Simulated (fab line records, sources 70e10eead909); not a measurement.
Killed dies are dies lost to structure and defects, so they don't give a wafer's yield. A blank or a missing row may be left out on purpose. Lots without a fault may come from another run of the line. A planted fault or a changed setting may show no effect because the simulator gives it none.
fab line records | flow nand_harc
record lots=6 wafers=18 last_day=24
route steps=1159 shown A_SLIT@793 A_SIN_REMOVE@804 A_WL_FILL@809 END@1159
lots that met no fault: from a run of the same line without faults
start_h: hours from the record's first day to the start of the lot's first wafer shown | wait_h: hours since the lot's step before | " the same as in the row above | L1.1+2: a row that stands for several wafers | - no value, or no start given | * or withheld: withheld | < > ~ a bound
route shown NAME@n: a module of which the file shows steps, and the number in the route of the first | usual: mean/standard deviation of fault-free wafers | same: alike in all rows | chamber/n: place in a boat | sites: the reading at each site | _std_site: their standard deviation | _edge_site: outer sites' mean less inner sites' | radius_mm: how far each site lies from the wafer's centre | mask NAME#n: copy n | behind: the tool/chamber that last shaped the wafer | hold: why the lot was held/for how many hours/how that ended | device: the transistor (n, p or np) that didn't switch | end of line: the same wafers' tests at the end of the route | a step without rows: its recipe alone | killed: dies lost to structure and defects at the first sort, not the wafer's yield | map: a wafer's dies, x killed, . not, _ none there
set.NAME: the setting as run; set.NAME@STEP: as run at that earlier step | model.NAME: the simulator's own value behind a step, which no gauge read
lots at some steps of the route; a table a step, a row a wafer
services: from which hour (start_h, from the record's first day; less than 0 if before it) a tool's chamber was out of use, for how many hours, and why
## steps
# step NHARC_A_SLIT_DESCUM_14
# recipe time_s=3 o2_flow_sccm=200 ar_flow_sccm=0 bias_power_w=0 chemistry=O2
# usual drypump_motor_current_A=5.9/0.45 oes_product_au=1.001/0.015 rf_vpp_V=57.7/0.76 showerhead_plenum_p_Torr=1.90/0.076 throttle_valve_pct=11.311/0.0086
# columns lot.wafer tool chamber start_h wait_h drypump_motor_current_A oes_product_au rf_hours_counter_h rf_vpp_V showerhead_plenum_p_Torr throttle_valve_pct
L933.3 rie_diel-11 0 332.63 0.1 5.9 1.019 10 57.6 1.87 11.321
L933.2 " 2 " " 6.2 0.985 11 57.8 1.91 11.313
L933.4 " 3 " " 5.8 0.999 10 58.0 1.98 11.308
L934.1 rie_diel-10 1 345.94 0.1 5.2 1.008 10 58.0 1.96 11.304
L934.2 " 2 " " 6.4 1.014 9 59.3 2.04 11.306
L934.5 " 0 " " 6.7 1.022 - 57.1 1.79 11.308
L941.4 rie_diel-11 1 395.07 0.1 6.1 0.993 2 57.3 1.84 11.299
L941.2 " 3 " " 5.8 0.968 1 56.6 1.98 11.312
L941.1 " 0 " " 5.9 0.998 1 57.8 1.87 11.315
L942.2 rie_diel-05 0 395.44 0.1 6.0 1.021 4 58.0 1.80 11.324
L942.4 " 3 " " 5.6 0.989 4 58.1 1.88 11.309
L942.5 " 0 " " 6.0 1.033 - 58.6 1.80 11.311
L947.3 rie_diel-11 0 421.64 0.1 5.8 1.010 3 57.1 1.87 11.305
L947.1 " 2 " " 6.2 0.987 4 56.5 1.91 11.320
L947.5 " 0 " " 5.9 1.013 - 57.2 1.87 11.291
L952.3 rie_diel-11 2 444.20 0.1 6.2 0.987 7 59.2 1.91 11.319
L952.1 " 0 " " 5.9 0.991 7 57.4 1.87 11.316
L952.4 " 1 " " 6.1 0.963 8 57.1 1.84 11.334
# step NHARC_A_SLIT_ETCH_24
# recipe target_depth_a=1210 time_s=60.5 cf4_flow_sccm=100 chf3_flow_sccm=30 ar_flow_sccm=0 rf_w=500 bias_w=200 chemistry=CF4/CHF3
# step NHARC_A_SLIT_ETCH_15
# recipe target_depth_a=32000 over_etch_frac=0.3 time_s=832 ion_energy_ev=150 o2_flow_sccm=400 cos_flow_sccm=20 ar_flow_sccm=0 rf_w=500 bias_w=300 chemistry=O2/COS
# usual drypump_motor_current_A=5.9/0.46 oes_product_au=1.001/0.015 rf_fwd_power_W=499.4/1.6 rf_vpp_V=314.0/1.9 showerhead_plenum_p_Torr=3.11/0.12 throttle_valve_pct=28.328/0.0088
# columns lot.wafer tool chamber start_h wait_h drypump_motor_current_A oes_product_au rf_fwd_power_W rf_hours_counter_h rf_vpp_V showerhead_plenum_p_Torr throttle_valve_pct
L933.3 rie_diel-11 2 - - 6.2 0.989 500.3 11 313.7 3.12 28.328
L933.4 " 0 " " 5.9 1.006 498.9 10 312.7 3.06 28.340
L933.2 " 1 " " 6.2 1.002 501.1 10 313.8 3.01 28.323
L934.1 rie_diel-10 1 - - 5.2 1.011 500.0 10 315.8 3.19 28.335
L934.2 " 3 " " 5.7 1.004 500.6 10 316.2 3.22 28.333
L934.5 " 1 " " 5.2 1.013 499.2 - 314.9 3.19 28.323
L941.1 rie_diel-11 3 - - 5.8 0.964 501.2 1 317.0 3.22 28.319
L941.4 " 0 " " 5.9 1.002 499.1 2 314.2 3.06 28.332
L941.2 " 2 " " 6.2 0.991 503.0 2 313.4 3.12 28.350
L942.4 rie_diel-05 3 - - 5.6 0.985 498.3 5 313.3 3.08 28.325
L942.2 " 0 " " 6.0 1.022 498.3 4 310.6 2.94 28.337
L942.5 " 2 " " 4.9 0.983 497.7 - 312.7 3.01 28.340
L947.3 rie_diel-11 0 - - 5.9 1.013 499.7 4 314.6 3.06 28.328
L947.1 " 3 " " 5.8 0.980 501.1 3 316.4 3.22 28.312
L947.5 " 0 " " 5.9 1.011 502.3 - 313.2 3.06 28.319
L952.3 rie_diel-11 3 - - 5.8 0.985 499.0 6 313.4 3.21 28.309
L952.1 " 0 " " 5.9 1.003 500.9 7 313.3 3.06 28.334
L952.4 " 1 " " 6.1 0.971 500.3 8 312.7 3.00 28.319
# step NHARC_A_SLIT_ETCH_17
# recipe bias_v=900 source_w=withheld pressure_mtorr=20 ar_flow_sccm=375 c4f8_flow_sccm=83.3 o2_flow_sccm=41.7 time_s=1687.5 target_depth_a=1.01e+05 chemistry=C4F8/O2/Ar
# usual drypump_motor_current_A=5.97/0.25 showerhead_plenum_p_Torr=3.70/0.096 throttle_valve_pct=32.045/0.0098
# columns lot.wafer tool chamber start_h wait_h drypump_motor_current_A rf_hours_counter_h showerhead_plenum_p_Torr throttle_valve_pct
L933.2 har_etch-02 1 334.82 - 6.19 185 3.84 32.050
L933.4 " 0 " " 5.69 - 3.69 32.053
L933.3 " 1 " " 6.23 - 3.83 32.048
L934.1 har_etch-02 0 349.48 - 5.68 191 3.69 32.048
L934.2 " 1 " " 6.18 191 3.83 32.045
L934.5 " 1 " " 6.19 - 3.83 32.044
L941.2 har_etch-02 1 395.84 - 6.18 208 3.82 32.033
L941.1 " 0 " " 5.70 208 3.68 32.055
L941.4 " 0 " " 5.69 - 3.68 32.043
L942.2 har_etch-01 0 396.51 - 6.24 34 3.69 32.053
L942.4 " 0 " " 6.24 - 3.69 32.064
L942.5 " 1 " " 5.78 - 3.55 32.034
L947.1 har_etch-02 1 422.41 - 6.20 221 3.82 32.027
L947.3 " 0 " " 5.69 - 3.68 32.060
L947.5 " 0 " " 5.70 - 3.68 32.052
L952.1 har_etch-02 1 445.21 - 6.12 231 3.81 32.054
L952.3 " 0 " " 5.69 - 3.67 32.063
L952.4 " 1 " " 6.20 - 3.81 32.048
# step NHARC_A_SLIT_ETCH_26
# recipe bias_v=400 source_w=2000 pressure_mtorr=25 time_s=90 ar_flow_sccm=375 c4f8_flow_sccm=41.7 o2_flow_sccm=83.3 target_depth_a=4000 chemistry=C4F8/O2/Ar
# step NHARC_A_SLIT_STRIP_28
# recipe o2_flow_sccm=400 cos_flow_sccm=20 ar_flow_sccm=0 bias_w=0 chemistry=O2/COS
# step NHARC_A_SLIT_ETCH_29
# recipe target_depth_a=1000 overetch_a=100 time_s=55 ion_energy_ev=100 cf4_flow_sccm=80 o2_flow_sccm=20 ar_flow_sccm=0 rf_w=300 bias_w=100 chemistry=CF4/O2
# step NHARC_A_SLIT_STRIP_18
# recipe o2_flow_sccm=500 ar_flow_sccm=0 bias_w=0 chemistry=O2
# usual drypump_motor_current_A=5.8/0.48 oes_product_au=1.002/0.015 rf_vpp_V=57.8/0.86 showerhead_plenum_p_Torr=3.49/0.13 throttle_valve_pct=17.036/0.0098
# columns lot.wafer tool chamber start_h wait_h drypump_motor_current_A oes_product_au rf_hours_counter_h rf_vpp_V showerhead_plenum_p_Torr throttle_valve_pct
L933.3 rie_diel-05 0 - - 6.0 1.026 13 58.9 3.33 17.012
L933.4 " 1 " " 5.7 1.014 13 58.2 3.37 17.040
L933.2 " 3 " " 5.6 0.989 13 56.1 3.48 17.032
L934.2 rie_diel-11 3 - - 5.8 0.991 11 57.7 3.64 17.033
L934.1 " 0 " " 5.9 1.005 11 57.6 3.46 17.017
L934.5 " 2 " " 6.2 0.985 - 58.5 3.52 17.034
L941.4 rie_diel-11 3 - - 5.9 0.958 2 57.8 3.63 17.041
L941.2 " 1 " " 6.1 0.999 2 57.6 3.40 17.031
L941.1 " 2 " " 6.2 0.993 2 59.1 3.52 17.050
L942.4 rie_diel-10 0 - - 6.7 1.001 2 55.9 3.32 17.040
L942.2 " 2 " " 6.3 1.022 3 59.4 3.74 17.032
L942.5 " 3 " " 5.7 0.992 - 58.0 3.64 17.032
L947.1 rie_diel-10 1 - - 5.2 1.009 5 58.1 3.60 17.023
L947.3 " 2 " " 6.3 1.024 5 57.5 3.74 17.032
L947.5 " 1 " " 5.2 0.997 - 58.0 3.60 17.046
L952.4 rie_diel-05 1 - - 5.7 1.009 6 57.9 3.37 17.028
L952.1 " 2 " " 5.0 0.984 7 57.1 3.41 17.034
L952.3 " 3 " " 5.6 0.993 7 58.5 3.48 17.020
# step NHARC_A_SLIT_PRECLEAN_19
# recipe time_s=* temp_c=50 bath_age_min=0 chemistry=SC1
# step NHARC_A_SLIT_SRD_20
# step NHARC_A_SLIT_CD_MEAS_21
# usual cd_nm=289.7/1.1
# columns lot.wafer tool chamber start_h wait_h cd_nm
L933.2 cd_sem-02 - 337.24 - 288.9
L933.3 " - " " 288.6
L933.4 " - " " 290.6
L934.1 cd_sem-01 - 352.11 - 289.6
L934.2 " - " " 288.6
L934.5 " - " " 288.8
L941.1 cd_sem-01 - 398.48 - 289.3
L941.2 " - " " 292.3
L941.4 " - " " 290.5
L942.2 cd_sem-02 - 398.91 - 290.2
L942.4 " - " " 290.8
L942.5 " - " " 289.9
L947.1 cd_sem-01 - 425.06 - 288.5
L947.3 " - " " 290.8
L947.5 " - " " 289.4
L952.1 cd_sem-03 - 447.59 - 290.8
L952.3 " - " " 289.8
L952.4 " - " " 288.9
# step NHARC_A_SIN_REMOVE_WET_00
# recipe temp_c=160 time_s=15300 chemistry=H3PO4
# step NHARC_A_SIN_REMOVE_PRECLEAN_01
# recipe time_s=* temp_c=50 bath_age_min=0 chemistry=SC1
# usual temp_c=49.99/0.1
# same bath_age_min=0
# columns lot.wafer tool chamber start_h wait_h temp_c
L933.2 wet_bench-02 1 344.70 0.0 49.93
L933.3 " 3 " " 49.90
L933.4 " 5 " " 50.05
L934.1 wet_bench-01 7 359.61 0.0 49.91
L934.5 " 0 " " 50.12
L934.2 " 2 " " 50.11
L941.4 wet_bench-02 7 406.32 0.0 50.06
L941.2 " 1 " " 50.08
L941.1 " 4 " " 49.95
L942.2 wet_bench-01 4 406.32 0.0 50.01
L942.4 " 7 " " 50.02
L942.5 " 1 " " 49.88
L947.1 wet_bench-02 1 430.53 0.0 49.83
L947.5 " 2 " " 50.00
L947.3 " 6 " " 50.00
L952.4 wet_bench-09 3 455.06 0.0 49.96
L952.3 " 4 " " 49.81
L952.1 " 5 " " 49.90
# step NHARC_A_SIN_REMOVE_SRD_02
# step NHARC_A_SIN_REMOVE_INSPECT_04
# usual raw_defect_count=290/67
# columns lot.wafer tool chamber start_h wait_h raw_defect_count
L933.2 defect_inspect-01 - 344.88 0.0 213
L933.3 " - " " 243
L933.4 " - " " 196
L934.1 defect_inspect-01 - 359.79 0.0 276
L934.2 " - " " 239
L934.5 " - " " 311
L941.1 defect_inspect-02 - 406.50 0.0 673
L941.2 " - " " 567
L941.4 " - " " 584
L942.2 defect_inspect-02 - 406.55 0.0 278
L942.4 " - " " 217
L942.5 " - " " 259
L947.1 defect_inspect-01 - 430.71 0.0 668
L947.3 " - " " 602
L947.5 " - " " 622
L952.1 defect_inspect-02 - 455.23 0.0 357
L952.3 " - " " 302
L952.4 " - " " 275
# step NHARC_A_WL_FILL_ALD_00
# recipe target_thk_a=30 pulse_time_s=3 ald_cycles=30 temp_c=300 material=Al2O3
# usual heater_power_w=455/34 precursor_pulse_height_rel=0.999/0.022
# same ald_cycles=30
# columns lot.wafer tool chamber start_h wait_h heater_power_w precursor_pulse_height_rel
L933.3 ald_hk-02 1 346.11 1.2 453 1.031
L933.2 " 3 " " 451 1.023
L933.4 " 0 " " 494 1.003
L934.2 ald_hk-04 1 359.89 0.1 450 0.998
L934.1 " 3 " " 498 0.967
L934.5 " 1 " " 444 0.988
L941.4 ald_hk-03 3 406.57 0.1 446 1.011
L941.2 " 0 " " 501 0.967
L941.1 " 1 " " 419 0.991
L942.2 ald_hk-04 1 406.62 0.1 442 1.053
L942.4 " 3 " " 498 1.015
L942.5 " 1 " " 443 1.055
L947.1 ald_hk-04 2 430.79 0.1 385 0.999
L947.3 " 0 " " 428 1.047
L947.5 " 2 " " 368 0.987
L952.1 ald_hk-03 3 455.29 0.1 452 0.990
L952.3 " 0 " " 496 1.033
L952.4 " 2 " " 416 1.008
# step NHARC_END_SORT_01
# recipe temp_c=25
# usual killed_at_array=31/11 killed_at_other=0.5/0.78 killed_at_periphery=3.0/2 killed_dies=34/12 killed_open=3.2/2 killed_short=1.9/1.6
# same gross_dies=677
# columns lot.wafer tool chamber start_h wait_h killed_at_array killed_at_other killed_at_periphery killed_dies killed_open killed_short
L941.1 prober-02 0 510.06 2.5 73 0 3 76 4 3
L941.2 prober-02 0 510.87 2.8 124 0 3 127 6 6
L941.4 prober-02 0 512.47 3.4 117 0 1 118 5 2
L947.1 prober-02 0 540.83 2.5 111 0 1 112 1 2
L947.3 prober-02 0 542.41 3.1 108 0 1 109 3 3
L947.5 prober-02 0 543.99 3.7 93 0 2 95 2 2
# killed by level:class
L941.1 A_SIN_REMOVE:unspecified=32 A_CHANNEL_HOLE_D1:chamber_film_flake=14 A_SLIT:chamber_film_flake=14 A_STAIRCASE:chamber_film_flake=7 P_GATE:geometric_particle:open=1 P_CONTACT:geometric_particle:open=1 P_M0:geometric_particle:open=1 A_CHANNEL_HOLE_D1:geometric_particle:short=1
L941.2 A_SIN_REMOVE:unspecified=74 A_CHANNEL_HOLE_D1:chamber_film_flake=15 A_SLIT:chamber_film_flake=14 A_STAIRCASE:chamber_film_flake=7 A_ONON_D1:geometric_particle:short=4 A_CHANNEL_FILL_D1:geometric_particle:open=2 A_CHANNEL_FILL_D1:chamber_film_flake=2 P_CONTACT:geometric_particle:open=1
L941.4 A_SIN_REMOVE:unspecified=64 A_SLIT:chamber_film_flake=19 A_CHANNEL_HOLE_D1:chamber_film_flake=17 A_STAIRCASE:chamber_film_flake=9 A_M0:geometric_particle:open=2 P_M1:geometric_particle:open=1 A_SOURCE_PLATE:geometric_particle:short=1 A_CHANNEL_FILL_D1:geometric_particle:short=1
L947.1 A_SIN_REMOVE:unspecified=75 A_SLIT:chamber_film_flake=20 A_CONTACT:chamber_film_flake=7 A_CHANNEL_HOLE_D1:chamber_film_flake=6 P_M2:geometric_particle:open=1 A_SOURCE_PLATE:geometric_particle:short=1 A_BLC:geometric_particle:short=1 A_STAIRCASE:chamber_film_flake=1
L947.3 A_SIN_REMOVE:unspecified=74 A_SLIT:chamber_film_flake=15 A_CHANNEL_HOLE_D1:chamber_film_flake=6 A_CONTACT:chamber_film_flake=6 A_SOURCE_PLATE:geometric_particle:open=1 A_SOURCE_PLATE:geometric_particle:short=1 A_ONON_D1:geometric_particle:short=1 A_CHANNEL_FILL_D1:geometric_particle:short=1
L947.5 A_SIN_REMOVE:unspecified=57 A_SLIT:chamber_film_flake=17 A_CONTACT:chamber_film_flake=10 A_CHANNEL_HOLE_D1:chamber_film_flake=4 A_STAIRCASE:chamber_film_flake=2 P_CONTACT:geometric_particle:open=1 A_ONON_D1:geometric_particle:open=1 A_ONON_D1:geometric_particle:short=1
# map L941.2 (x killed, . not)
____________.____________
_________......._________
_______..........._______
______.............______
_____..x............_____
____.................____
____.....x...........____
___...................___
___..........x........___
__..x..................__
__.........x...........__
_......................._
_x......x..............._
_...x............x......_
_........x.......x......_
_......................._
.........................
....x....x.........xx....
........xx..x............
..x....xxxx..............
.....xxxxxx.x....x..x....
_....xxxxxx.....x......._
_.....xxxxxxx....x......_
_....xxxxxxxx...x.xx...._
_..x..xxxxxxxx...xx....._
_.....xxxxxx.x..xxxxx..._
__....xxxxxxx...xxx....__
__...xxxxxxx.xx.xxxx...__
___..x.xxxx....xx.xx.x___
___.....x.........xx.x___
____...x.x....x...x..____
____.....x.x.........____
_____..........x...._____
______........x....______
_______.........x._______
_________......._________
____________.____________
# map L947.1 (x killed, . not)
____________.____________
_________......._________
_______..........._______
______.............______
_____..............._____
____.................____
____.................____
___...................___
___.........x..x......___
__.....................__
__.....................__
_............x.........._
_......................._
_.........x.......x....._
_.....x...........x....._
_......................._
..................x......
.........x.........x.....
.........xx..........x...
......xx..xx.............
......xxxxxx.......x.....
_.....xxxxxxx....x......_
_...xxxxxxxxx.x.x..x...._
_..xxxxxxxxxx.....x....._
_....xxxxxx.....x....x.._
_x...xxxxxxx.x...xxxx..._
__....xxxxxx.....xxxx..__
__....xxxxxx.....xxxxx.__
___.....xxxx.......x..___
___...xxxx........x.x.___
____.....xx..........____
____.................____
_____..............._____
______....x.......x______
_______..........._______
_________......._________
____________.____________
## services
# columns tool chamber start_h hours kind
rie_diel-10 - 313.92 1.1 repair
rie_diel-11 0 321.09 - clean
rie_diel-11 1 321.09 - clean
rie_diel-11 2 321.09 - clean
rie_diel-11 3 321.09 - clean
ald_hk-03 - 324.05 10.0 pm
rie_diel-05 1 330.50 5.7 repair
rie_diel-10 - 333.76 0.2 repair
rie_diel-05 - 340.62 9.0 pm
rie_diel-11 0 345.59 - clean
rie_diel-11 1 345.59 - clean
rie_diel-11 2 345.59 - clean
rie_diel-11 3 345.59 - clean
rie_diel-10 - 353.64 9.0 pm
wet_bench-02 - 356.00 8.0 pm
rie_diel-05 1 362.97 5.0 repair
rie_diel-11 - 366.50 9.0 pm
ald_hk-04 - 367.24 10.0 pm
wet_bench-09 - 382.45 1.6 repair
wet_bench-01 - 389.74 8.0 pm
rie_diel-05 - 389.82 0.7 repair
rie_diel-05 1 401.76 4.1 repair
rie_diel-11 0 410.46 4.4 repair
ald_hk-02 - 435.31 0.8 repair
## key
first_sign step=NHARC_A_SIN_REMOVE_INSPECT_04 reading=raw_defect_count direction=up sigmas=4.9 usual=290 struck=619
effect step=NHARC_END_SORT_01 reading=killed_at_array direction=up sigmas=6.6 usual=31 struck=104
more_kills_born_at NHARC_A_SIN_REMOVE_PRECLEAN_01@wet_bench-02=376
met_at NHARC_A_SIN_REMOVE_PRECLEAN_01
struck_wafers L941.1,L941.2,L941.4,L947.1,L947.3,L947.5
tester_left_out L941,L947
onset_between 344.70 406.32
fault kind=chamber_particle_source tool=wet_bench-02 chamber=- onset_h=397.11 steps=NHARC_A_SIN_REMOVE_PRECLEAN_01 rate_per_visit_cm2=0.48779 end_h=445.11
# tester_left_out: of these lots the tester's yield and bins aren't shown, on N5 and GAA mostly nor the transistor test; their killed dies are dies lost to structure and defects alone, not to doping, threshold or leakage, so they don't give the yield
